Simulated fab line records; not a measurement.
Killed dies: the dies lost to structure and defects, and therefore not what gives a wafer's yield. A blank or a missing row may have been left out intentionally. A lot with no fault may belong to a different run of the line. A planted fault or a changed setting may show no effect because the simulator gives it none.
Chamber matching	flow n5-finfet	4 sister chambers for N5_BEOL_M10_DESCUM_33 on rie-diel-06
The step chemistry O2, time 7.9 s. 18 wafers are shown with their chamber, then 9 later ones without.

## WAFERS, EACH WITH ITS CHAMBER
wafer	chamber	showerhead-plenum-p-Torr (Torr)	throttle-valve-pct (%)	oes-product-au (a.u.)
L076.1	1	2.05	20.44	0.68
L076.2	3	2.17	20.60	0.74
L076.4	0	2.17	20.57	0.76
L081.1	0	2.17	20.59	0.74
L081.2	3	2.17	20.61	0.73
L081.6	0	2.17	20.60	0.74
L083.1	0	2.17	20.61	0.72
L083.3	0	2.17	20.61	0.72
L083.5	0	2.17	20.61	0.72
L084.1	0	2.17	20.62	0.72
L084.3	0	2.17	20.59	0.73
L084.6	0	2.17	20.61	0.73
L086.2	3	2.17	20.63	0.72
L086.5	3	2.17	20.64	0.71
L086.6	0	2.16	20.61	0.72
L087.3	2	2.04	20.30	0.87
L087.5	3	2.17	20.65	0.71
L087.6	2	2.04	20.30	0.86

SIGNATURES, as means of the wafers listed above
reading	chamber 0	chamber 1	chamber 2	chamber 3	scatter within a chamber
showerhead-plenum-p-Torr	2.1690	2.0500	2.0400	2.1700	0.00254
throttle-valve-pct	20.6020	20.4400	20.3000	20.6260	0.0162
oes-product-au	0.7300	0.6800	0.8650	0.7220	0.0129
Rule: a wafer's distance from a chamber is the root of the sum, over the readings, of the square of ((its reading less the chamber's mean) divided by the reading's scatter). The wafer belongs to the nearest chamber; if the next one is less than 2 further off, it can't be placed. The scatter: the root of (the sum of the squares of (reading less its chamber's mean) over the shown wafers, divided by (wafers less chambers)).

## WAFERS MISSING THEIR CHAMBER
wafer	showerhead-plenum-p-Torr (Torr)	throttle-valve-pct (%)	oes-product-au (a.u.)
L091.1	2.03	20.33	0.84
L091.5	2.16	20.65	0.70
L091.6	2.16	20.65	0.71
L092.1	2.03	20.35	0.85
L092.2	2.16	20.66	0.70
L092.3	2.04	20.01	0.93
L097.3	2.03	20.33	0.82
L097.4	2.04	20.03	0.90
L097.5	2.03	20.34	0.82

## CHAMBER TAKEN BY EACH
wafer	from the rows above	in truth
L091.1	2	2
L091.5	can't be placed: 3 or 0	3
L091.6	can't be placed: 3 or 0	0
L092.1	2	2
L092.2	can't be placed: 3 or 0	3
L092.3	2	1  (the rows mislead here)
L097.3	2	2
L097.4	2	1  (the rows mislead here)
L097.5	2	2
4 of 9 placed correctly. These rows do not allow placing 3 (true chamber among the candidates in 3). Placed wrongly: 2.
